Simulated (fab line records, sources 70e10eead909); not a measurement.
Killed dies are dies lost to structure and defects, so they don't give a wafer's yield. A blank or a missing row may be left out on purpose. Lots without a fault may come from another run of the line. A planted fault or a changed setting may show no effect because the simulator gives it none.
Chamber matching | flow nand_harc | NHARC_A_WL_FILL_ALD_10 on ald_hk-04: 4 sister chambers
The step deposits SiO2, target thk 50 nm, pulse time 10 s, ald cycles 500. 20 wafers are shown with their chamber, then 10 later ones without.

WAFERS WITH THEIR CHAMBER
wafer  | chamber | heater_power_w (W) | precursor_pulse_height_rel
L076.4 | 1       | 519                | 1.007
L076.3 | 3       | 557                | 0.989
L076.6 | 0       | 472                | 1.026
L081.2 | 0       | 470                | 1.011
L081.3 | 1       | 514                | 0.995
L081.6 | 0       | 478                | 1.025
L082.1 | 1       | 506                | 0.989
L082.3 | 0       | 473                | 1.019
L082.5 | 3       | 550                | 0.976
L083.1 | 2       | 553                | 0.993
L083.2 | 1       | 531                | 0.968
L083.6 | 3       | 545                | 1.015
L085.1 | 2       | 557                | 0.997
L085.2 | 1       | 521                | 0.976
L085.4 | 3       | 559                | 0.993
L090.1 | 1       | 488                | 1.002
L090.2 | 2       | 535                | 1.021
L090.5 | 3       | 559                | 1.017
L093.1 | 0       | 469                | 0.998
L093.4 | 3       | 566                | 0.962

SIGNATURES (means of the wafers above)
reading                    | chamber 0 | chamber 1 | chamber 2 | chamber 3 | scatter within a chamber
heater_power_w             | 472.40    | 513.17    | 548.33    | 556.00    | 10.3
precursor_pulse_height_rel | 1.01580   | 0.98950   | 1.00367   | 0.99200   | 0.0167
Rule: a wafer's distance from a chamber is the root of the sum, over the readings, of the square of ((its reading less the chamber's mean) divided by the reading's scatter). The wafer belongs to the nearest chamber; if the next one is less than 2 further off, it can't be placed. The scatter: the root of (the sum of the squares of (reading less its chamber's mean) over the shown wafers, divided by (wafers less chambers)).

WAFERS WITHOUT THEIR CHAMBER
wafer  | heater_power_w (W) | precursor_pulse_height_rel
L093.6 | 485                | 1.009
L094.4 | 539                | 0.995
L094.3 | 479                | 1.010
L094.5 | 536                | 1.034
L095.2 | 547                | 1.012
L095.4 | 557                | 1.010
L095.6 | 558                | 0.987
L096.2 | 484                | 0.977
L096.4 | 558                | 1.014
L096.6 | 480                | 0.989

WHICH CHAMBER EACH WENT THROUGH
wafer  | from the rows above          | in truth
L093.6 | can't be placed: 0 or 1      | 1
L094.4 | can't be placed: 2 or 3 or 1 | 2
L094.3 | 0                            | 0
L094.5 | can't be placed: 2 or 3 or 1 | 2
L095.2 | can't be placed: 2 or 3      | 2
L095.4 | can't be placed: 2 or 3      | 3
L095.6 | can't be placed: 3 or 2      | 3
L096.2 | can't be placed: 0 or 1      | 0
L096.4 | can't be placed: 2 or 3      | 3
L096.6 | can't be placed: 0 or 1      | 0
Placed correctly: 1 of 10. Can't be placed from these rows: 9 (the true chamber is among the candidates in 9). Placed wrongly: 0.
